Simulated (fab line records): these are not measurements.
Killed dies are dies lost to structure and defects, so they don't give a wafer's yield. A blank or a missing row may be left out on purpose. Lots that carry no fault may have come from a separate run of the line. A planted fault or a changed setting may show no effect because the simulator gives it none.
fab line records    flow n5-finfet
[record] lots = 13  wafers = 36  last-day = 18
route steps=1938 shown BEOL_M6@1247 BEOL_M7@1270 PASSIVATION@1936
lots untouched by any fault: they come from a run of this same line in which no faults occurred
start-h: hours from the record's opening day to when the first of the lot's shown wafers began    wait-h: hours elapsed since this lot's preceding step    " identical to the entry in the row above    L1.1+2: several wafers, shown together as one row    - either no value or no given start    * or withheld: withheld    < > ~ a bound
route shown NAME@n: NAME is a module with steps in the file, n the number in the route of the first one    usual: mean and standard deviation over wafers with no fault    same: alike in all rows    chamber/n: place in a boat    sites: the reading at each site    _std_site: standard deviation across them    _edge_site: mean of outer sites minus mean of inner sites    radius-mm: for every site, how far away it sits from the centre of the wafer    mask NAME#n: copy n    behind: the most recent tool/chamber to have shaped the wafer    hold: cause of the lot's hold/its duration in hours/its outcome    device: transistor that didn't switch, given as n, p or np    end of line: the tests these same wafers got at the end of their route    a step given without rows: its recipe and nothing more    killed: count of dies lost to structure and defects at first sort (not the wafer's yield)    map: a wafer's dies, marking killed ones x, the rest . and places with no die _
set.NAME: setting as actually run; set.NAME@STEP: the setting as run at that earlier step    model.NAME: the simulator's own value behind a step, which no gauge read
steps of the route over a sample of lots; a table a step, a row a wafer
services: from which hour (start-h, from the record's first day; less than 0 if before it) a tool's chamber was out of use, for how many hours, and why
[[steps]]
[step N5_BEOL_M6_CD_MEAS_35]
[recipe] target-cd-nm = 40  target-cd-y-nm = 28  polarity = opening
[usual] cd-nm = 39.9/0.82
lot.wafer  tool       chamber  start-h  wait-h  cd-nm
L908.1     cd-sem-01  -        182.14   0.0     39.5
L908.2     "          -        "        "       39.0
L908.5     "          -        "        "       38.9
L909.3     cd-sem-03  -        185.58   0.0     38.6
L909.4     "          -        "        "       40.9
L909.5     "          -        "        "       39.8
L910.1     cd-sem-01  -        185.98   0.0     40.0
L910.2     "          -        "        "       41.7
L910.3     "          -        "        "       40.2
L911.3     cd-sem-02  -        196.77   0.0     39.7
L911.4     "          -        "        "       40.5
L911.5     "          -        "        "       39.0
L914.2     cd-sem-02  -        220.88   0.0     41.0
L914.3     "          -        "        "       39.8
L914.4     "          -        "        "       40.0
L918.3     cd-sem-03  -        248.32   0.0     38.8
L918.5     "          -        "        "       40.5
L919.1     cd-sem-01  -        250.30   0.0     39.4
L919.2     "          -        "        "       41.4
L919.6     "          -        "        "       39.1
L921.3     cd-sem-03  -        274.64   0.0     39.0
L921.4     "          -        "        "       40.0
L921.5     "          -        "        "       39.8
L926.1     cd-sem-03  -        302.95   0.0     39.8
L926.2     "          -        "        "       41.1
L926.5     "          -        "        "       39.5
L928.2     cd-sem-03  -        305.64   0.0     40.7
L928.3     "          -        "        "       40.4
L928.4     "          -        "        "       39.3
L929.4     cd-sem-01  -        306.02   0.0     39.1
L929.5     "          -        "        "       39.9
L930.1     cd-sem-03  -        334.73   0.0     39.0
L930.3     "          -        "        "       40.2
L931.2     cd-sem-02  -        346.15   0.0     40.4
L931.4     "          -        "        "       39.4
L931.5     "          -        "        "       40.5
[step N5_BEOL_M6_DEGAS_44]
[recipe] ambient = vacuum  temp-c = 250  time-s = 60
[usual] heater-power-w = 334/37
lot.wafer  tool            chamber  start-h  wait-h  heater-power-w
L908.1     pvd-sputter-01  -        182.50   0.3     377
L908.2     "               -        "        "       313
L908.5     "               -        "        "       297
L909.3     pvd-sputter-01  -        185.97   0.2     316
L909.4     "               -        "        "       300
L909.5     "               -        "        "       319
L910.1     pvd-sputter-02  -        188.16   2.0     324
L910.2     "               -        "        "       324
L910.3     "               -        "        "       346
L911.3     pvd-sputter-03  -        197.47   0.5     329
L911.4     "               -        "        "       406
L911.5     "               -        "        "       320
L914.2     pvd-sputter-02  -        221.36   0.3     347
L914.3     "               -        "        "       324
L914.4     "               -        "        "       363
L918.3     pvd-sputter-01  -        249.81   1.3     387
L918.5     "               -        "        "       394
L919.1     pvd-sputter-03  -        250.66   0.3     248
L919.2     "               -        "        "       326
L919.6     "               -        "        "       332
L921.3     pvd-sputter-03  -        275.30   0.3     409
L921.4     "               -        "        "       255
L921.5     "               -        "        "       246
L926.1     pvd-sputter-02  -        303.63   0.6     363
L926.2     "               -        "        "       343
L926.5     "               -        "        "       356
L928.2     pvd-sputter-01  -        306.14   0.4     306
L928.3     "               -        "        "       317
L928.4     "               -        "        "       377
L929.4     pvd-sputter-02  -        306.49   0.2     326
L929.5     "               -        "        "       348
L930.1     pvd-sputter-02  -        335.12   0.3     316
L930.3     "               -        "        "       350
L931.2     pvd-sputter-03  -        346.89   0.5     418
L931.4     "               -        "        "       244
L931.5     "               -        "        "       252
[step N5_BEOL_M6_SPUTTER_48]
[recipe] material = Cu  target-thk-a = 100  temp-c = -20  bias-v = 60  power-w = 26000  chamber-pressure-pa = 0.13  time-s = 1.667
[usual] cathode-dc-power-W = 26000/4.6  throttle-valve-pct = 29.5/0.99
lot.wafer  tool            chamber  start-h  wait-h  cathode-dc-power-W  throttle-valve-pct
L908.1     pvd-sputter-03  -        183.73   0.4     25999               29.2
L908.2     "               -        "        "       26001               29.0
L908.5     "               -        "        "       26000               28.7
L909.3     pvd-sputter-03  -        188.27   0.1     26001               28.6
L909.4     "               -        "        "       26002               29.1
L909.5     "               -        "        "       25998               28.8
L910.1     pvd-sputter-02  -        188.95   0.1     25994               31.9
L910.2     "               -        "        "       26000               28.9
L910.3     "               -        "        "       26003               29.8
L911.3     pvd-sputter-03  -        198.67   0.1     25999               28.8
L911.4     "               -        "        "       25999               28.5
L911.5     "               -        "        "       25992               29.2
L914.2     pvd-sputter-03  -        222.19   0.3     26002               29.1
L914.3     "               -        "        "       25994               29.3
L914.4     "               -        "        "       25996               28.5
L918.3     pvd-sputter-02  -        250.56   0.1     26007               29.8
L918.5     "               -        "        "       25993               31.8
L919.1     pvd-sputter-01  -        251.84   0.6     25996               28.9
L919.2     "               -        "        "       26005               28.9
L919.6     "               -        "        "       26008               30.0
L921.3     pvd-sputter-01  -        275.95   0.1     25996               28.8
L921.4     "               -        "        "       25999               29.9
L921.5     "               -        "        "       26006               28.8
L926.1     pvd-sputter-03  -        304.93   0.3     25998               29.4
L926.2     "               -        "        "       26002               28.8
L926.5     "               -        "        "       26002               29.2
L928.2     pvd-sputter-02  -        306.73   0.1     26001               31.7
L928.3     "               -        "        "       25999               28.9
L928.4     "               -        "        "       26003               30.1
L929.4     pvd-sputter-02  -        307.09   0.0     26000               29.8
L929.5     "               -        "        "       25996               28.9
L930.1     pvd-sputter-02  -        335.73   0.1     25992               31.6
L930.3     "               -        "        "       26001               30.0
L931.2     pvd-sputter-02  -        347.70   0.2     26001               29.7
L931.4     "               -        "        "       26001               28.9
L931.5     "               -        "        "       25994               30.2
[step N5_BEOL_M7_COAT_05]
[recipe] resist = CAR-ArF  spin-rpm = 1500  resist-thk-nm = 90
[usual] spin-speed-rpm = 1500.0/0.87
lot.wafer  tool            chamber  start-h  wait-h  spin-speed-rpm
L908.1     litho-track-03  0        185.82   -       1500.1
L908.2     "               0        "        "       1499.9
L908.5     "               0        "        "       1501.6
L909.3     litho-track-03  0        191.84   -       1499.3
L909.4     "               0        "        "       1501.2
L909.5     "               0        "        "       1499.9
L910.1     litho-track-01  0        191.93   -       1498.9
L910.2     "               0        "        "       1499.4
L910.3     "               0        "        "       1499.9
L911.3     litho-track-02  0        200.48   -       1501.8
L911.4     "               0        "        "       1500.9
L911.5     "               0        "        "       1498.4
L914.2     litho-track-01  0        226.09   -       1502.6
L914.3     "               0        "        "       1500.2
L914.4     "               0        "        "       1500.4
L918.3     litho-track-02  0        252.85   -       1500.4
L918.5     "               0        "        "       1498.8
L919.1     litho-track-02  0        253.75   -       1500.2
L919.2     "               0        "        "       1499.9
L919.6     "               0        "        "       1500.3
L921.3     litho-track-01  0        278.74   -       1499.3
L921.4     "               0        "        "       1500.5
L921.5     "               0        "        "       1499.7
L926.1     litho-track-02  0        309.62   -       1605.7
L926.2     "               0        "        "       1605.9
L926.5     "               0        "        "       1605.2
L928.2     litho-track-02  0        312.08   -       1604.6
L928.3     "               0        "        "       1605.8
L928.4     "               0        "        "       1604.6
L929.4     litho-track-03  0        312.48   -       1500.7
L929.5     "               0        "        "       1500.5
L930.1     litho-track-03  0        340.86   -       1500.4
L930.3     "               0        "        "       1501.4
L931.2     litho-track-01  0        350.53   -       1497.7
L931.4     "               0        "        "       1499.1
L931.5     "               0        "        "       1500.8
[step N5_PASSIVATION_PROBE_49]
[usual] defect-limited-yield = 91.5/1.5  killed_at_M0_to_M3 = 32/10  killed_at_M4_up = 13/4.9  killed-at-contacts = 13/6.1  killed-at-front-end = 38/11  killed-at-other = 3/3.2  killed-dies = 101/18  killed-open = 66/13  killed-short = 32/8.3  sort_bin_4_leakage = 0.00/0.018  sort_bin_5_function = 5.0/1  sort_bin_6_memory = 3.2/0.74  sort_bin_8_speed = 0.1/1.1  sort-n-pass = 1078/22  sort-yield-pct = 91.3/1.9
[same] gross-dies = 1180  killed-at-back-side = 0
lot.wafer  tool       chamber  start-h  wait-h  defect-limited-yield[%]  killed_at_M0_to_M3  killed_at_M4_up  killed-at-contacts  killed-at-front-end  killed-at-other  killed-dies  killed-open  killed-short  sort_bin_4_leakage[%]  sort_bin_5_function[%]  sort_bin_6_memory[%]  sort_bin_8_speed[%]  sort-n-pass  sort-yield-pct[%]
L909.3     prober-01  -        268.89   0.1     94.1                     14                  4                10                  40                   2                70           39           29            0                      3.0                     2.5                   0                    1110         94.1
L909.4     prober-01  -        268.94   0.2     93.0                     13                  17               18                  30                   5                83           50           27            0                      5.3                     1.6                   0                    1097         93.0
L909.5     prober-01  -        268.99   0.2     92.8                     14                  11               18                  41                   1                85           58           26            0                      4.8                     2.3                   0                    1095         92.8
L911.3     prober-01  -        285.05   0.1     93.1                     30                  10               19                  21                   2                82           55           26            0                      4.3                     2.5                   0                    1098         93.1
L911.4     prober-01  -        285.10   0.2     94.9                     14                  9                12                  25                   0                60           37           19            0.08                   2.9                     1.9                   0                    1119         94.8
L911.5     prober-01  -        285.15   0.2     92.6                     31                  13               16                  25                   2                87           64           23            0                      4.4                     2.6                   0                    1093         92.6
L914.2     prober-01  -        311.52   0.1     89.9                     23                  10               12                  66                   8                119          73           42            0                      5.9                     3.5                   0                    1061         89.9
L914.3     prober-01  -        311.57   0.1     89.7                     37                  14               12                  55                   4                122          78           32            0                      6.2                     3.0                   0                    1058         89.7
L914.4     prober-01  -        311.62   0.2     91.4                     29                  4                11                  46                   12               102          56           33            0                      4.7                     3.0                   0                    1078         91.4
L919.1     prober-01  -        335.35   0.0     92.7                     23                  12               12                  35                   4                86           54           30            0                      4.5                     2.6                   0                    1094         92.7
L919.2     prober-01  -        335.40   0.1     92.0                     20                  16               22                  24                   12               94           70           22            0                      4.8                     2.8                   0                    1086         92.0
L919.6     prober-01  -        335.60   0.3     91.5                     39                  4                16                  36                   5                100          62           37            0                      4.3                     3.7                   0                    1080         91.5
L918.3     prober-02  -        335.45   0.1     90.3                     32                  7                8                   64                   4                115          73           40            0                      6.4                     2.6                   0                    1065         90.3
L918.5     prober-02  -        335.55   0.2     91.1                     32                  9                6                   54                   4                105          68           36            0                      5.4                     3.1                   0                    1075         91.1
L921.3     prober-02  -        361.25   0.1     91.3                     31                  13               24                  30                   5                103          76           26            0                      5.3                     2.7                   0                    1077         91.3
L921.4     prober-02  -        361.30   0.2     90.6                     53                  16               15                  24                   3                111          72           38            0                      5.0                     4.2                   0                    1069         90.6
L921.5     prober-02  -        361.35   0.2     91.4                     45                  15               14                  24                   3                101          69           29            0                      5.1                     3.4                   0                    1079         91.4
L928.2     prober-01  -        402.30   0.1     93.9                     27                  18               5                   20                   2                72           52           19            0                      2.5                     3.3                   0                    1108         93.9
L928.3     prober-01  -        402.35   0.1     91.4                     46                  16               7                   33                   0                102          59           41            0                      4.8                     3.4                   0                    1078         91.4
L928.4     prober-01  -        402.40   0.2     91.0                     36                  16               10                  42                   2                106          77           28            0                      5.6                     3.2                   0                    1074         91.0
// killed by level:class
L909.3 FIN_SAQP:geometric-particle:short=13 FIN_SAQP:geometric-particle:open=7 STI_FIN_REVEAL:geometric-particle:open=7 MOL_CONTACT_COAG:geometric-particle:short=5 MOL_CONTACT_COAG:geometric-particle:open=5 BEOL_M0_SAQP:geometric-particle:open=4 BEOL_M3:geometric-particle:open=3 STARTING-WAFER:geometric-particle:short=3
L909.4 MOL_CONTACT_COAG:geometric-particle:open=14 FIN_SAQP:geometric-particle:open=7 BEOL_M4:geometric-particle:open=6 FIN_SAQP:geometric-particle:short=5 STI_FIN_REVEAL:geometric-particle:open=5 MOL_CONTACT_COAG:geometric-particle:short=4 BEOL_M3:geometric-particle:open=4 PASS1_CAP:geometric-particle:short=3
L909.5 FIN_SAQP:geometric-particle:open=15 MOL_CONTACT_COAG:geometric-particle:open=14 FIN_SAQP:geometric-particle:short=8 STI_FIN_REVEAL:geometric-particle:open=5 MOL_CONTACT_COAG:geometric-particle:short=4 BEOL_M0_SAQP:geometric-particle:open=4 STI_FIN_REVEAL:geometric-particle:short=3 BEOL_M3:geometric-particle:open=3
L911.3 MOL_CONTACT_COAG:geometric-particle:open=17 BEOL_M2:geometric-particle:open=7 FIN_SAQP:geometric-particle:short=5 STI_FIN_REVEAL:geometric-particle:open=5 BEOL_M0_SAQP:geometric-particle:short=5 FIN_SAQP:geometric-particle:open=4 BEOL_M1:geometric-particle:open=4 BEOL_M2:geometric-particle:short=4
L911.4 MOL_CONTACT_COAG:geometric-particle:open=7 FIN_SAQP:geometric-particle:short=5 STI_FIN_REVEAL:geometric-particle:open=5 BEOL_M2:geometric-particle:open=5 BEOL_M0_SAQP:geometric-particle:open=4 FIN_SAQP:geometric-particle:open=3 MOL_CONTACT_COAG:geometric-particle:short=3 STARTING-WAFER:geometric-particle:open=3
L911.5 MOL_CONTACT_COAG:geometric-particle:open=11 BEOL_M1:geometric-particle:open=9 BEOL_M0_SAQP:geometric-particle:open=8 DUMMY_GATE:geometric-particle:open=5 MOL_CONTACT_COAG:geometric-particle:short=5 BEOL_M2:geometric-particle:open=5 BEOL_M4:geometric-particle:open=5 STI_FIN_REVEAL:geometric-particle:open=4
L914.2 FIN_SAQP:geometric-particle:open=22 FIN_SAQP:geometric-particle:short=12 STI_FIN_REVEAL:geometric-particle:open=10 GATE_CUT:geometric-particle:short=8 MOL_CONTACT_COAG:geometric-particle:open=8 BEOL_M2:geometric-particle:open=8 BEOL_M1:geometric-particle:open=6 GATE_CUT:geometric-particle:open=4
L914.3 FIN_SAQP:geometric-particle:open=24 BEOL_M0_SAQP:geometric-particle:open=9 HKMG_FIN:area-etch=8 FIN_SAQP:geometric-particle:short=7 MOL_CONTACT_COAG:geometric-particle:open=7 BEOL_M0_SAQP:geometric-particle:short=7 BEOL_M2:geometric-particle:open=7 MOL_CONTACT_COAG:geometric-particle:short=5
L914.4 STI_FIN_REVEAL:geometric-particle:open=10 MOL_CONTACT_COAG:geometric-particle:open=9 BEOL_M0_SAQP:geometric-particle:short=8 HKMG_FIN:area-etch=8 FIN_SAQP:geometric-particle:open=7 FIN_SAQP:geometric-particle:short=7 PAD_METAL:geometric-particle:open=6 DUMMY_GATE:geometric-particle:open=4
L919.1 MOL_CONTACT_COAG:geometric-particle:open=11 FIN_SAQP:geometric-particle:short=7 STI_FIN_REVEAL:geometric-particle:open=7 GATE_CUT:geometric-particle:short=7 BEOL_M3:geometric-particle:open=7 DUMMY_GATE:geometric-particle:open=4 GATE_CUT:geometric-particle:open=4 BEOL_M0_SAQP:geometric-particle:open=4
L919.2 MOL_CONTACT_COAG:geometric-particle:open=19 DUMMY_GATE:geometric-particle:open=8 BEOL_M4:geometric-particle:open=8 BEOL_M1:geometric-particle:open=6 PAD_METAL:geometric-particle:short=5 BEOL_M0_SAQP:geometric-particle:short=4 STARTING-WAFER:geometric-particle:open=4 BEOL_M0_SAQP:geometric-particle:open=3
L918.3 FIN_SAQP:geometric-particle:short=14 FIN_SAQP:geometric-particle:open=13 GATE_CUT:geometric-particle:open=8 GATE_CUT:geometric-particle:short=7 BEOL_M0_SAQP:geometric-particle:open=6 BEOL_M1:geometric-particle:open=6 BEOL_M2:geometric-particle:open=6 STI_FIN_REVEAL:geometric-particle:open=5
L918.5 FIN_SAQP:geometric-particle:open=17 FIN_SAQP:geometric-particle:short=12 BEOL_M0_SAQP:geometric-particle:open=11 GATE_CUT:geometric-particle:short=7 BEOL_M0_SAQP:geometric-particle:short=6 BEOL_M1:geometric-particle:open=6 GATE_CUT:geometric-particle:open=4 MOL_CONTACT_COAG:geometric-particle:open=4
L919.6 STI_FIN_REVEAL:geometric-particle:open=12 BEOL_M0_SAQP:geometric-particle:short=12 MOL_CONTACT_COAG:geometric-particle:open=9 FIN_SAQP:geometric-particle:short=7 MOL_CONTACT_COAG:geometric-particle:short=7 BEOL_M0_SAQP:geometric-particle:open=7 BEOL_M3:geometric-particle:open=5 DUMMY_GATE:geometric-particle:open=4
L921.3 MOL_CONTACT_COAG:geometric-particle:open=18 STI_FIN_REVEAL:geometric-particle:open=14 BEOL_M0_SAQP:geometric-particle:open=8 BEOL_M4:geometric-particle:open=8 BEOL_M0_SAQP:geometric-particle:short=7 MOL_CONTACT_COAG:geometric-particle:short=6 FIN_SAQP:geometric-particle:open=5 BEOL_M0:geometric-particle:open=4
L921.4 BEOL_M0_SAQP:geometric-particle:open=21 BEOL_M0_SAQP:geometric-particle:short=17 MOL_CONTACT_COAG:geometric-particle:open=12 BEOL_M5:geometric-particle:open=7 BEOL_M1:geometric-particle:open=5 STARTING-WAFER:geometric-particle:short=5 BEOL_M4:geometric-particle:open=4 STARTING-WAFER:geometric-particle:open=4
L921.5 MOL_CONTACT_COAG:geometric-particle:open=13 BEOL_M0_SAQP:geometric-particle:open=13 STI_FIN_REVEAL:geometric-particle:open=9 BEOL_M0_SAQP:geometric-particle:short=7 BEOL_M0:geometric-particle:open=6 BEOL_M2:geometric-particle:open=5 FIN_SAQP:geometric-particle:short=4 BEOL_M2:geometric-particle:short=4
L928.2 BEOL_M4:geometric-particle:open=12 BEOL_M0_SAQP:geometric-particle:open=8 BEOL_M0_SAQP:geometric-particle:short=6 BEOL_M2:geometric-particle:open=5 DUMMY_GATE:geometric-particle:open=4 MOL_CONTACT_COAG:geometric-particle:open=4 BEOL_M3:geometric-particle:open=4 STI_FIN_REVEAL:geometric-particle:open=3
L928.3 BEOL_M0_SAQP:geometric-particle:short=11 FIN_SAQP:geometric-particle:short=9 BEOL_M0_SAQP:geometric-particle:open=9 BEOL_M2:geometric-particle:open=9 BEOL_M4:geometric-particle:open=7 BEOL_M1:geometric-particle:open=6 MOL_CONTACT_COAG:geometric-particle:open=5 FIN_SAQP:geometric-particle:open=4
L928.4 FIN_SAQP:geometric-particle:open=15 BEOL_M1:geometric-particle:open=11 BEOL_M4:geometric-particle:open=10 FIN_SAQP:geometric-particle:short=9 MOL_CONTACT_COAG:geometric-particle:open=9 BEOL_M0_SAQP:geometric-particle:open=9 STARTING-WAFER:geometric-particle:open=5 BEOL_M0_SAQP:geometric-particle:short=4
[[services]]
tool            chamber  start-h  hours  kind
pvd-sputter-02  -        174.82   1.6    repair
[[key]]
[first-sign] step = N5_BEOL_M7_COAT_05  reading = spin-speed-rpm  direction = up  sigmas = 99+  usual = *  struck = *
effect none on later readings
met-at N5_BEOL_M7_COAT_05
struck-lots L926,L928
not-acting-at N5_BEOL_M6_CD_MEAS_35,N5_BEOL_M6_DEGAS_44,N5_BEOL_M6_SPUTTER_48
onset-between 253.75 309.62
[fault] kind = process-parameter-drift  tool = litho-track-02  chamber = -  onset-h = 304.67  steps = N5_BEOL_M7_COAT_05  channel = spin-rpm  offset = *  shape = step  end-h = 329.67  acts-in = *  stated = *
